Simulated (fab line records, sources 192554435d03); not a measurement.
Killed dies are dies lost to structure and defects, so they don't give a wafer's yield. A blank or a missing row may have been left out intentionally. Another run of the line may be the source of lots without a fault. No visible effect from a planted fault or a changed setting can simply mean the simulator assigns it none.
Which tool is to blame? :: flow n5_finfet :: 24 lots, 72 wafers sampled, at 6 steps of a route of 1938

## WHAT EACH GAUGE READ, for each wafer
N5_BEOL_M12_INSPECT_12: inspects for defects (macro). Usual: raw_defect_count reads 2.1 (standard deviation 1.4).
lot: L075
measured: day 11 00:47
on: defect_inspect-02
raw_defect_count: 1 2 1
flag: 

lot: L076
measured: day 11 02:35
on: defect_inspect-02
raw_defect_count: 2 3 1
flag: 

lot: L077
measured: day 11 03:04
on: defect_inspect-02
raw_defect_count: 1 3 2
flag: 

lot: L074
measured: day 11 15:23
on: defect_inspect-01
raw_defect_count: 1 2 0
flag: 

lot: L079
measured: day 11 20:52
on: defect_inspect-01
raw_defect_count: 0 1 3
flag: 

lot: L078
measured: day 11 21:52
on: defect_inspect-01
raw_defect_count: 8 2 5
flag: 

lot: L080
measured: day 11 23:43
on: defect_inspect-02
raw_defect_count: 1 4 1
flag: 

lot: L081
measured: day 12 05:08
on: defect_inspect-02
raw_defect_count: 4 2 1
flag: 

lot: L082
measured: day 12 12:07
on: defect_inspect-02
raw_defect_count: 2 1 2
flag: 

lot: L083
measured: day 13 00:47
on: defect_inspect-02
raw_defect_count: 1 2 1
flag: 

lot: L084
measured: day 13 08:19
on: defect_inspect-01
raw_defect_count: 2 1 1
flag: 

lot: L085
measured: day 13 17:52
on: defect_inspect-01
raw_defect_count: 0 1 2
flag: 

lot: L086
measured: day 13 17:42
on: defect_inspect-01
raw_defect_count: 1 4 1
flag: 

lot: L087
measured: day 14 03:43
on: defect_inspect-01
raw_defect_count: 1 0 4
flag: 

lot: L088
measured: day 14 08:05
on: defect_inspect-02
raw_defect_count: 2 4 4
flag: 

lot: L089
measured: day 14 09:08
on: defect_inspect-02
raw_defect_count: 2 2 2
flag: 

lot: L091
measured: day 14 15:28
on: defect_inspect-02
raw_defect_count: 0 5 0
flag: 

lot: L090
measured: day 15 04:14
on: defect_inspect-01
raw_defect_count: 0 2 3
flag: 

lot: L092
measured: day 15 04:28
on: defect_inspect-01
raw_defect_count: 2 5 1
flag: 

lot: L094
measured: day 15 06:39
on: defect_inspect-02
raw_defect_count: 1 4 3
flag: 

lot: L093
measured: day 15 14:05
on: defect_inspect-02
raw_defect_count: 4 6 2
flag: 

lot: L095
measured: day 15 17:43
on: defect_inspect-02
raw_defect_count: 1 4 2
flag: 

lot: L097
measured: day 16 08:25
on: defect_inspect-02
raw_defect_count: 1 2 1
flag: 

lot: L096
measured: day 16 08:50
on: defect_inspect-02
raw_defect_count: 4 0 2
flag: 

N5_BEOL_M12_OCD_MEAS_35. Usual: trench_depth_nm reads 321 nm (standard deviation 5.3).
lot: L075
measured: day 11 02:15
on: ocd-02
trench_depth_nm (nm): 326 327 326
flag: 

lot: L076
measured: day 11 04:11
on: ocd-01
trench_depth_nm (nm): 325 313 326
flag: 

lot: L077
measured: day 11 04:35
on: ocd-01
trench_depth_nm (nm): 332 318 320
flag: 

lot: L074
measured: day 11 16:59
on: ocd-02
trench_depth_nm (nm): 317 327 329
flag: 

lot: L079
measured: day 11 22:20
on: ocd-01
trench_depth_nm (nm): 315 311 311
flag: 

lot: L078
measured: day 11 23:26
on: ocd-01
trench_depth_nm (nm): 312 321 322
flag: 

lot: L080
measured: day 12 01:21
on: ocd-02
trench_depth_nm (nm): 322 322 318
flag: 

lot: L081
measured: day 12 06:43
on: ocd-02
trench_depth_nm (nm): 330 328 324
flag: 

lot: L082
measured: day 12 14:03
on: ocd-02
trench_depth_nm (nm): 328 330 313
flag: 

lot: L083
measured: day 13 02:27
on: ocd-01
trench_depth_nm (nm): 311 320 328
flag: 

lot: L084
measured: day 13 10:19
on: ocd-01
trench_depth_nm (nm): 320 320 318
flag: 

lot: L085
measured: day 13 19:19
on: ocd-02
trench_depth_nm (nm): 324 329 330
flag: 

lot: L086
measured: day 13 19:10
on: ocd-01
trench_depth_nm (nm): 326 319 325
flag: 

lot: L087
measured: day 14 05:19
on: ocd-02
trench_depth_nm (nm): 311 324 330
flag: 

lot: L088
measured: day 14 10:00
on: ocd-01
trench_depth_nm (nm): 323 320 309
flag: 

lot: L089
measured: day 14 11:05
on: ocd-02
trench_depth_nm (nm): 324 321 324
flag: 

lot: L091
measured: day 14 17:03
on: ocd-02
trench_depth_nm (nm): 321 312 320
flag: 

lot: L090
measured: day 15 05:59
on: ocd-01
trench_depth_nm (nm): 325 316 320
flag: 

lot: L092
measured: day 15 06:05
on: ocd-02
trench_depth_nm (nm): 317 320 324
flag: 

lot: L094
measured: day 15 08:07
on: ocd-02
trench_depth_nm (nm): 320 319 318
flag: 

lot: L093
measured: day 15 15:32
on: ocd-01
trench_depth_nm (nm): 322 322 321
flag: 

lot: L095
measured: day 15 19:18
on: ocd-02
trench_depth_nm (nm): 318 309 317
flag: 

lot: L097
measured: day 16 10:00
on: ocd-01
trench_depth_nm (nm): 321 318 323
flag: 

lot: L096
measured: day 16 10:17
on: ocd-02
trench_depth_nm (nm): 320 327 319
flag: 

N5_BEOL_M13_OVL_MEAS_11. Usual: V12_OVL gives 3 nm (standard deviation 5).
lot: L075
measured: day 11 06:21
on: overlay-02
V12_OVL (nm): -8 0 -2
flag: 

lot: L076
measured: day 11 06:54
on: overlay-01
V12_OVL (nm): 5 3 2
flag: 

lot: L077
measured: day 11 07:16
on: overlay-01
V12_OVL (nm): 4 4 12
flag: 

lot: L074
measured: day 11 19:47
on: overlay-01
V12_OVL (nm): 8 2 8
flag: 

lot: L079
measured: day 12 01:23
on: overlay-01
V12_OVL (nm): 6 9 7
flag: 

lot: L078
measured: day 12 03:01
on: overlay-02
V12_OVL (nm): 5 5 9
flag: 

lot: L080
measured: day 12 07:48
on: overlay-02
V12_OVL (nm): 3 -1 8
flag: 

lot: L081
measured: day 12 11:35
on: overlay-02
V12_OVL (nm): -3 -1 -3
flag: 

lot: L082
measured: day 12 17:09
on: overlay-02
V12_OVL (nm): 7 6 6
flag: 

lot: L083
measured: day 13 09:05
on: overlay-02
V12_OVL (nm): 11 10 13
flag: 

lot: L084
measured: day 13 12:35
on: overlay-02
V12_OVL (nm): 7 0 6
flag: 

lot: L085
measured: day 13 22:50
on: overlay-02
V12_OVL (nm): 0 0 6
flag: 

lot: L086
measured: day 13 22:44
on: overlay-01
V12_OVL (nm): -1 0 -7
flag: 

lot: L087
measured: day 14 08:35
on: overlay-01
V12_OVL (nm): 0 3 -1
flag: 

lot: L088
measured: day 14 12:37
on: overlay-02
V12_OVL (nm): 3 0 3
flag: 

lot: L089
measured: day 14 13:51
on: overlay-02
V12_OVL (nm): -1 8 8
flag: 

lot: L091
measured: day 14 19:56
on: overlay-01
V12_OVL (nm): 2 4 3
flag: 

lot: L090
measured: day 15 08:12
on: overlay-01
V12_OVL (nm): 0 12 5
flag: 

lot: L092
measured: day 15 08:38
on: overlay-02
V12_OVL (nm): 1 -8 1
flag: 

lot: L094
measured: day 15 12:24
on: overlay-01
V12_OVL (nm): -7 -8 -13
flag: 

lot: L093
measured: day 15 21:44
on: overlay-02
V12_OVL (nm): 5 4 -1
flag: 

lot: L095
measured: day 15 21:54
on: overlay-01
V12_OVL (nm): 0 1 2
flag: 

lot: L097
measured: day 16 14:35
on: overlay-01
V12_OVL (nm): -2 -1 2
flag: 

lot: L096
measured: day 16 14:52
on: overlay-02
V12_OVL (nm): -2 7 5
flag: 

## EACH LOT AND THE TOOL THAT RAN IT (in order: tool; ch and the chambers of the sampled wafers; start)
lot: L075
N5_BEOL_M11_ETCH_41: rie_diel-04 ch 2,3, day 11 00:02 or earlier
N5_BEOL_M11_DEP_56: pecvd-02 ch 0,1,2, day 11 00:02
N5_BEOL_M12_SPUTTER_44: pvd_sputter-03, day 11 04:42

lot: L076
N5_BEOL_M11_ETCH_41: rie_diel-01 ch 0,2,3, day 11 01:55 or earlier
N5_BEOL_M11_DEP_56: pecvd-02 ch 0,1,2, day 11 01:55
N5_BEOL_M12_SPUTTER_44: pvd_sputter-02, day 11 05:08

lot: L077
N5_BEOL_M11_ETCH_41: rie_diel-01 ch 0,3, day 11 02:26 or earlier
N5_BEOL_M11_DEP_56: pecvd-04 ch 1,2, day 11 02:26
N5_BEOL_M12_SPUTTER_44: pvd_sputter-01, day 11 05:22

lot: L074
N5_BEOL_M11_ETCH_41: rie_diel-02 ch 0,1,2, day 11 14:44 or earlier
N5_BEOL_M11_DEP_56: pecvd-02 ch 0,1, day 11 14:44
N5_BEOL_M12_SPUTTER_44: pvd_sputter-01, day 11 18:02

lot: L079
N5_BEOL_M11_ETCH_41: rie_diel-04 ch 0,1,2, day 11 20:07 or earlier
N5_BEOL_M11_DEP_56: pecvd-03 ch 0,1, day 11 20:07
N5_BEOL_M12_SPUTTER_44: pvd_sputter-02, day 11 23:45

lot: L078
N5_BEOL_M11_ETCH_41: rie_diel-02 ch 1,2, day 11 20:24 or earlier
N5_BEOL_M11_DEP_56: pecvd-03 ch 0,1, day 11 20:24
N5_BEOL_M12_SPUTTER_44: pvd_sputter-01, day 12 01:23

lot: L080
N5_BEOL_M11_ETCH_41: rie_diel-02 ch 1,2, day 11 22:58 or earlier
N5_BEOL_M11_DEP_56: pecvd-02 ch 0,1, day 11 22:58
N5_BEOL_M12_SPUTTER_44: pvd_sputter-03, day 12 06:12

lot: L081
N5_BEOL_M11_ETCH_41: rie_diel-01 ch 1,3, day 12 04:31 or earlier
N5_BEOL_M11_DEP_56: pecvd-03 ch 0,1, day 12 04:31
N5_BEOL_M12_SPUTTER_44: pvd_sputter-01, day 12 09:51

lot: L082
N5_BEOL_M11_ETCH_41: rie_diel-01 ch 1,2,3, day 12 11:23 or earlier
N5_BEOL_M11_DEP_56: pecvd-03 ch 1,2, day 12 11:23
N5_BEOL_M12_SPUTTER_44: pvd_sputter-02, day 12 14:56

lot: L083
N5_BEOL_M11_ETCH_41: rie_diel-04 ch 1,2, day 13 00:02 or earlier
N5_BEOL_M11_DEP_56: pecvd-03 ch 1,2, day 13 00:02
N5_BEOL_M12_SPUTTER_44: pvd_sputter-01, day 13 07:29

lot: L084
N5_BEOL_M11_ETCH_41: rie_diel-04 ch 0,1,3, day 13 07:35 or earlier
N5_BEOL_M11_DEP_56: pecvd-03 ch 0,1,2, day 13 07:35
N5_BEOL_M12_SPUTTER_44: pvd_sputter-02, day 13 10:48

lot: L085
N5_BEOL_M11_ETCH_41: rie_diel-02 ch 0,2,3, day 13 17:03 or earlier
N5_BEOL_M11_DEP_56: pecvd-04 ch 0,1, day 13 17:03
N5_BEOL_M12_SPUTTER_44: pvd_sputter-02, day 13 21:14

lot: L086
N5_BEOL_M11_ETCH_41: rie_diel-01 ch 0,1,2, day 13 16:57 or earlier
N5_BEOL_M11_DEP_56: pecvd-03 ch 1,2, day 13 16:57
N5_BEOL_M12_SPUTTER_44: pvd_sputter-01, day 13 21:01

lot: L087
N5_BEOL_M11_ETCH_41: rie_diel-04 ch 0,2, day 14 03:07 or earlier
N5_BEOL_M11_DEP_56: pecvd-04 ch 0,1, day 14 03:07
N5_BEOL_M12_SPUTTER_44: pvd_sputter-01, day 14 06:51

lot: L088
N5_BEOL_M11_ETCH_41: rie_diel-01 ch 0,1, day 14 07:22 or earlier
N5_BEOL_M11_DEP_56: pecvd-03 ch 0,1,2, day 14 07:22
N5_BEOL_M12_SPUTTER_44: pvd_sputter-02, day 14 10:51

lot: L089
N5_BEOL_M11_ETCH_41: rie_diel-04 ch 0,1,3, day 14 08:23 or earlier
N5_BEOL_M11_DEP_56: pecvd-02 ch 1,2, day 14 08:23
N5_BEOL_M12_SPUTTER_44: pvd_sputter-01, day 14 12:14

lot: L091
N5_BEOL_M11_ETCH_41: rie_diel-04 ch 1,2, day 14 14:43 or earlier
N5_BEOL_M11_DEP_56: pecvd-02 ch 0,1,2, day 14 14:43
N5_BEOL_M12_SPUTTER_44: pvd_sputter-02, day 14 18:20

lot: L090
N5_BEOL_M11_ETCH_41: rie_diel-04 ch 2,3, day 15 03:29 or earlier
N5_BEOL_M11_DEP_56: pecvd-03 ch 0,2, day 15 03:29
N5_BEOL_M12_SPUTTER_44: pvd_sputter-03, day 15 06:35

lot: L092
N5_BEOL_M11_ETCH_41: rie_diel-02 ch 0,1, day 15 03:50 or earlier
N5_BEOL_M11_DEP_56: pecvd-04 ch 0,1,2, day 15 03:50
N5_BEOL_M12_SPUTTER_44: pvd_sputter-03, day 15 06:54

lot: L094
N5_BEOL_M11_ETCH_41: rie_diel-04 ch 1,2, day 15 05:55 or earlier
N5_BEOL_M11_DEP_56: pecvd-02 ch 0,1,2, day 15 05:55
N5_BEOL_M12_SPUTTER_44: pvd_sputter-01, day 15 10:38

lot: L093
N5_BEOL_M11_ETCH_41: rie_diel-01 ch 0,1, day 15 13:28 or earlier
N5_BEOL_M11_DEP_56: pecvd-03 ch 0,2, day 15 13:28
N5_BEOL_M12_SPUTTER_44: pvd_sputter-01, day 15 20:01

lot: L095
N5_BEOL_M11_ETCH_41: rie_diel-02 ch 1,2,3, day 15 16:58 or earlier
N5_BEOL_M11_DEP_56: pecvd-03 ch 0,1, day 15 16:58
N5_BEOL_M12_SPUTTER_44: pvd_sputter-02, day 15 20:03

lot: L097
N5_BEOL_M11_ETCH_41: rie_diel-01 ch 0,2,3, day 16 07:40 or earlier
N5_BEOL_M11_DEP_56: pecvd-03 ch 0,1, day 16 07:40
N5_BEOL_M12_SPUTTER_44: pvd_sputter-02, day 16 12:44

lot: L096
N5_BEOL_M11_ETCH_41: rie_diel-02 ch 2,3, day 16 08:05 or earlier
N5_BEOL_M11_DEP_56: pecvd-03 ch 0,2, day 16 08:05
N5_BEOL_M12_SPUTTER_44: pvd_sputter-02, day 16 13:08
- N5_BEOL_M11_ETCH_41: etches SiCN in CH3F/O2, target depth 42.6 nm, time 86 s.
- N5_BEOL_M11_DEP_56: deposits SiCN from 3MS/NH3, target thk 30 nm, time 10.5 s.
- N5_BEOL_M12_SPUTTER_44: material Ta, target thk 10 nm, time 16.13 s.

## AS READ BY THE TOOLS THEMSELVES (means over the sampled wafers that have a number; for cases with no such wafer, the mark the record gives instead)
N5_BEOL_M11_ETCH_41. Usual: CH3F_flow_sccm 30.01 sccm, standard deviation 0.085; drypump_motor_current_A 5.9 A, standard deviation 0.58; oes_product_au 0.77 a.u., standard deviation 0.066; rf_vpp_V 297.1 V, standard deviation 1.5; showerhead_plenum_p_Torr 1.98 Torr, standard deviation 0.068; throttle_valve_pct 16.23 %, standard deviation 0.21.
lot: L075
tool: rie_diel-04
CH3F_flow_sccm (sccm): 30.11
drypump_motor_current_A (A): 6.3
oes_product_au (a.u.): 0.76
rf_vpp_V (V): 295.6
showerhead_plenum_p_Torr (Torr): 1.91
throttle_valve_pct (%): 16.09
flag: 

lot: L076
tool: rie_diel-01
CH3F_flow_sccm (sccm): 29.99
drypump_motor_current_A (A): 6.1
oes_product_au (a.u.): 0.78
rf_vpp_V (V): 296.5
showerhead_plenum_p_Torr (Torr): 1.94
throttle_valve_pct (%): 15.97
flag: 

lot: L077
tool: rie_diel-01
CH3F_flow_sccm (sccm): 30.01
drypump_motor_current_A (A): 5.5
oes_product_au (a.u.): 0.82
rf_vpp_V (V): 297.1
showerhead_plenum_p_Torr (Torr): 1.95
throttle_valve_pct (%): 15.98
flag: 

lot: L074
tool: rie_diel-02
CH3F_flow_sccm (sccm): 29.91
drypump_motor_current_A (A): 5.7
oes_product_au (a.u.): 0.83
rf_vpp_V (V): 298.5
showerhead_plenum_p_Torr (Torr): 2.05
throttle_valve_pct (%): 16.21
flag: 

lot: L079
tool: rie_diel-04
CH3F_flow_sccm (sccm): 30.01
drypump_motor_current_A (A): 5.6
oes_product_au (a.u.): 0.76
rf_vpp_V (V): 297.9
showerhead_plenum_p_Torr (Torr): 2.00
throttle_valve_pct (%): 16.30
flag: 

lot: L078
tool: rie_diel-02
CH3F_flow_sccm (sccm): 30.04
drypump_motor_current_A (A): 5.7
oes_product_au (a.u.): 0.78
rf_vpp_V (V): 298.8
showerhead_plenum_p_Torr (Torr): 2.03
throttle_valve_pct (%): 16.24
flag: 

lot: L080
tool: rie_diel-02
CH3F_flow_sccm (sccm): 30.00
drypump_motor_current_A (A): 5.6
oes_product_au (a.u.): 0.78
rf_vpp_V (V): 298.2
showerhead_plenum_p_Torr (Torr): 2.03
throttle_valve_pct (%): 16.26
flag: 

lot: L081
tool: rie_diel-01
CH3F_flow_sccm (sccm): 29.95
drypump_motor_current_A (A): 6.3
oes_product_au (a.u.): 0.75
rf_vpp_V (V): 296.8
showerhead_plenum_p_Torr (Torr): 1.99
throttle_valve_pct (%): 16.23
flag: 

lot: L082
tool: rie_diel-01
CH3F_flow_sccm (sccm): 30.01
drypump_motor_current_A (A): 6.5
oes_product_au (a.u.): 0.76
rf_vpp_V (V): 297.1
showerhead_plenum_p_Torr (Torr): 1.97
throttle_valve_pct (%): 16.18
flag: 

lot: L083
tool: rie_diel-04
CH3F_flow_sccm (sccm): 30.05
drypump_motor_current_A (A): 5.2
oes_product_au (a.u.): 0.78
rf_vpp_V (V): 297.4
showerhead_plenum_p_Torr (Torr): 1.99
throttle_valve_pct (%): 16.29
flag: 

lot: L084
tool: rie_diel-04
CH3F_flow_sccm (sccm): 29.96
drypump_motor_current_A (A): 5.9
oes_product_au (a.u.): 0.77
rf_vpp_V (V): 296.9
showerhead_plenum_p_Torr (Torr): 2.00
throttle_valve_pct (%): 16.30
flag: 

lot: L085
tool: rie_diel-02
CH3F_flow_sccm (sccm): 30.01
drypump_motor_current_A (A): 5.9
oes_product_au (a.u.): 0.80
rf_vpp_V (V): 298.0
showerhead_plenum_p_Torr (Torr): 2.04
throttle_valve_pct (%): 16.35
flag: 

lot: L086
tool: rie_diel-01
CH3F_flow_sccm (sccm): 29.95
drypump_motor_current_A (A): 6.1
oes_product_au (a.u.): 0.80
rf_vpp_V (V): 297.3
showerhead_plenum_p_Torr (Torr): 1.96
throttle_valve_pct (%): 16.14
flag: 

lot: L087
tool: rie_diel-04
CH3F_flow_sccm (sccm): 30.02
drypump_motor_current_A (A): 6.0
oes_product_au (a.u.): 0.70
rf_vpp_V (V): 297.1
showerhead_plenum_p_Torr (Torr): 2.00
throttle_valve_pct (%): 16.37
flag: 

lot: L088
tool: rie_diel-01
CH3F_flow_sccm (sccm): 29.95
drypump_motor_current_A (A): 5.5
oes_product_au (a.u.): 0.82
rf_vpp_V (V): 296.8
showerhead_plenum_p_Torr (Torr): 1.96
throttle_valve_pct (%): 16.14
flag: 

lot: L089
tool: rie_diel-04
CH3F_flow_sccm (sccm): 29.98
drypump_motor_current_A (A): 5.9
oes_product_au (a.u.): 0.76
rf_vpp_V (V): 297.6
showerhead_plenum_p_Torr (Torr): 2.00
throttle_valve_pct (%): 16.30
flag: 

lot: L091
tool: rie_diel-04
CH3F_flow_sccm (sccm): 30.01
drypump_motor_current_A (A): 5.5
oes_product_au (a.u.): 0.73
rf_vpp_V (V): 295.4
showerhead_plenum_p_Torr (Torr): 1.94
throttle_valve_pct (%): 16.26
flag: 

lot: L090
tool: rie_diel-04
CH3F_flow_sccm (sccm): 29.98
drypump_motor_current_A (A): 6.4
oes_product_au (a.u.): 0.74
rf_vpp_V (V): 295.6
showerhead_plenum_p_Torr (Torr): 1.90
throttle_valve_pct (%): 16.16
flag: 

lot: L092
tool: rie_diel-02
CH3F_flow_sccm (sccm): 30.09
drypump_motor_current_A (A): 5.5
oes_product_au (a.u.): 0.75
rf_vpp_V (V): 296.9
showerhead_plenum_p_Torr (Torr): 2.00
throttle_valve_pct (%): 16.33
flag: 

lot: L094
tool: rie_diel-04
CH3F_flow_sccm (sccm): 30.06
drypump_motor_current_A (A): 5.5
oes_product_au (a.u.): 0.73
rf_vpp_V (V): 295.6
showerhead_plenum_p_Torr (Torr): 1.94
throttle_valve_pct (%): 16.27
flag: 

lot: L093
tool: rie_diel-01
CH3F_flow_sccm (sccm): 30.07
drypump_motor_current_A (A): 5.5
oes_product_au (a.u.): 0.81
rf_vpp_V (V): 296.6
showerhead_plenum_p_Torr (Torr): 1.96
throttle_valve_pct (%): 16.17
flag: 

lot: L095
tool: rie_diel-02
CH3F_flow_sccm (sccm): 30.06
drypump_motor_current_A (A): 5.8
oes_product_au (a.u.): 0.74
rf_vpp_V (V): 298.1
showerhead_plenum_p_Torr (Torr): 2.02
throttle_valve_pct (%): 16.42
flag: 

lot: L097
tool: rie_diel-01
CH3F_flow_sccm (sccm): 30.06
drypump_motor_current_A (A): 6.1
oes_product_au (a.u.): 0.74
rf_vpp_V (V): 295.4
showerhead_plenum_p_Torr (Torr): 1.93
throttle_valve_pct (%): 16.04
flag: 

lot: L096
tool: rie_diel-02
CH3F_flow_sccm (sccm): 30.04
drypump_motor_current_A (A): 6.1
oes_product_au (a.u.): 0.76
rf_vpp_V (V): 298.9
showerhead_plenum_p_Torr (Torr): 2.06
throttle_valve_pct (%): 16.35
flag: 

N5_BEOL_M11_DEP_56. Usual: showerhead_plenum_p_Torr 4.169 Torr, standard deviation 0.023; throttle_valve_pct 18.2 %, standard deviation 1.2.
lot: L075
tool: pecvd-02
showerhead_plenum_p_Torr (Torr): 4.179
throttle_valve_pct (%): 17.9
flag: 

lot: L076
tool: pecvd-02
showerhead_plenum_p_Torr (Torr): 4.179
throttle_valve_pct (%): 17.8
flag: 

lot: L077
tool: pecvd-04
showerhead_plenum_p_Torr (Torr): 4.136
throttle_valve_pct (%): 19.4
flag: 

lot: L074
tool: pecvd-02
showerhead_plenum_p_Torr (Torr): 4.162
throttle_valve_pct (%): 18.5
flag: 

lot: L079
tool: pecvd-03
showerhead_plenum_p_Torr (Torr): 4.182
throttle_valve_pct (%): 18.8
flag: 

lot: L078
tool: pecvd-03
showerhead_plenum_p_Torr (Torr): 4.182
throttle_valve_pct (%): 18.8
flag: 

lot: L080
tool: pecvd-02
showerhead_plenum_p_Torr (Torr): 4.168
throttle_valve_pct (%): 18.5
flag: 

lot: L081
tool: pecvd-03
showerhead_plenum_p_Torr (Torr): 4.182
throttle_valve_pct (%): 18.7
flag: 

lot: L082
tool: pecvd-03
showerhead_plenum_p_Torr (Torr): 4.162
throttle_valve_pct (%): 17.8
flag: 

lot: L083
tool: pecvd-03
showerhead_plenum_p_Torr (Torr): 4.169
throttle_valve_pct (%): 17.8
flag: 

lot: L084
tool: pecvd-03
showerhead_plenum_p_Torr (Torr): 4.171
throttle_valve_pct (%): 17.8
flag: 

lot: L085
tool: pecvd-04
showerhead_plenum_p_Torr (Torr): 4.117
throttle_valve_pct (%): 18.6
flag: 

lot: L086
tool: pecvd-03
showerhead_plenum_p_Torr (Torr): 4.167
throttle_valve_pct (%): 16.9
flag: 

lot: L087
tool: pecvd-04
showerhead_plenum_p_Torr (Torr): 4.121
throttle_valve_pct (%): 18.5
flag: 

lot: L088
tool: pecvd-03
showerhead_plenum_p_Torr (Torr): 4.173
throttle_valve_pct (%): 17.9
flag: 

lot: L089
tool: pecvd-02
showerhead_plenum_p_Torr (Torr): 4.167
throttle_valve_pct (%): 18.6
flag: 

lot: L091
tool: pecvd-02
showerhead_plenum_p_Torr (Torr): 4.185
throttle_valve_pct (%): 18.1
flag: 

lot: L090
tool: pecvd-03
showerhead_plenum_p_Torr (Torr): 4.174
throttle_valve_pct (%): 16.9
flag: 

lot: L092
tool: pecvd-04
showerhead_plenum_p_Torr (Torr): 4.131
throttle_valve_pct (%): 19.0
flag: 

lot: L094
tool: pecvd-02
showerhead_plenum_p_Torr (Torr): 4.184
throttle_valve_pct (%): 18.0
flag: 

lot: L093
tool: pecvd-03
showerhead_plenum_p_Torr (Torr): 4.177
throttle_valve_pct (%): 18.0
flag: 

lot: L095
tool: pecvd-03
showerhead_plenum_p_Torr (Torr): 4.172
throttle_valve_pct (%): 18.8
flag: 

lot: L097
tool: pecvd-03
showerhead_plenum_p_Torr (Torr): 4.173
throttle_valve_pct (%): 18.9
flag: 

lot: L096
tool: pecvd-03
showerhead_plenum_p_Torr (Torr): 4.180
throttle_valve_pct (%): 18.2
flag: 

N5_BEOL_M12_SPUTTER_44. Usual: throttle_valve_pct reads 29.6 % (standard deviation 0.93).
lot: L075
tool: pvd_sputter-03
throttle_valve_pct (%): 29.7
flag: 

lot: L076
tool: pvd_sputter-02
throttle_valve_pct (%): 30.2
flag: 

lot: L077
tool: pvd_sputter-01
throttle_valve_pct (%): 29.8
flag: 

lot: L074
tool: pvd_sputter-01
throttle_valve_pct (%): 28.9
flag: 

lot: L079
tool: pvd_sputter-02
throttle_valve_pct (%): 30.3
flag: 

lot: L078
tool: pvd_sputter-01
throttle_valve_pct (%): 28.4
flag: 

lot: L080
tool: pvd_sputter-03
throttle_valve_pct (%): 30.1
flag: 

lot: L081
tool: pvd_sputter-01
throttle_valve_pct (%): 29.7
flag: 

lot: L082
tool: pvd_sputter-02
throttle_valve_pct (%): 29.9
flag: 

lot: L083
tool: pvd_sputter-01
throttle_valve_pct (%): 29.0
flag: 

lot: L084
tool: pvd_sputter-02
throttle_valve_pct (%): 29.6
flag: 

lot: L085
tool: pvd_sputter-02
throttle_valve_pct (%): 29.6
flag: 

lot: L086
tool: pvd_sputter-01
throttle_valve_pct (%): 29.7
flag: 

lot: L087
tool: pvd_sputter-01
throttle_valve_pct (%): 29.4
flag: 

lot: L088
tool: pvd_sputter-02
throttle_valve_pct (%): 30.3
flag: 

lot: L089
tool: pvd_sputter-01
throttle_valve_pct (%): 28.2
flag: 

lot: L091
tool: pvd_sputter-02
throttle_valve_pct (%): 30.4
flag: 

lot: L090
tool: pvd_sputter-03
throttle_valve_pct (%): 30.2
flag: 

lot: L092
tool: pvd_sputter-03
throttle_valve_pct (%): 29.6
flag: 

lot: L094
tool: pvd_sputter-01
throttle_valve_pct (%): 29.3
flag: 

lot: L093
tool: pvd_sputter-01
throttle_valve_pct (%): 29.6
flag: 

lot: L095
tool: pvd_sputter-02
throttle_valve_pct (%): 29.1
flag: 

lot: L097
tool: pvd_sputter-02
throttle_valve_pct (%): 30.2
flag: 

lot: L096
tool: pvd_sputter-02
throttle_valve_pct (%): 29.8
flag: 

## THE ANSWER, worked out from the rows above alone
Rule: a lot is off if the mean of its wafers that have a number lies more than 3 standard deviations from the usual mean. A lot without any number at a reading at which 4 lots or more have one is off too. Any other lot the step has rows for is counted as sound. The gauges are gone through in route order, then the tools' own readings, and for those a lot's mean is taken as printed above. The first step at which some lot is off is used, and at that step the reading that is off furthest; a lot without a number counts as furthest.
No lot is off at any reading shown: from this, nothing can be told.

## WHAT THE SIMULATOR HAD INSERTED
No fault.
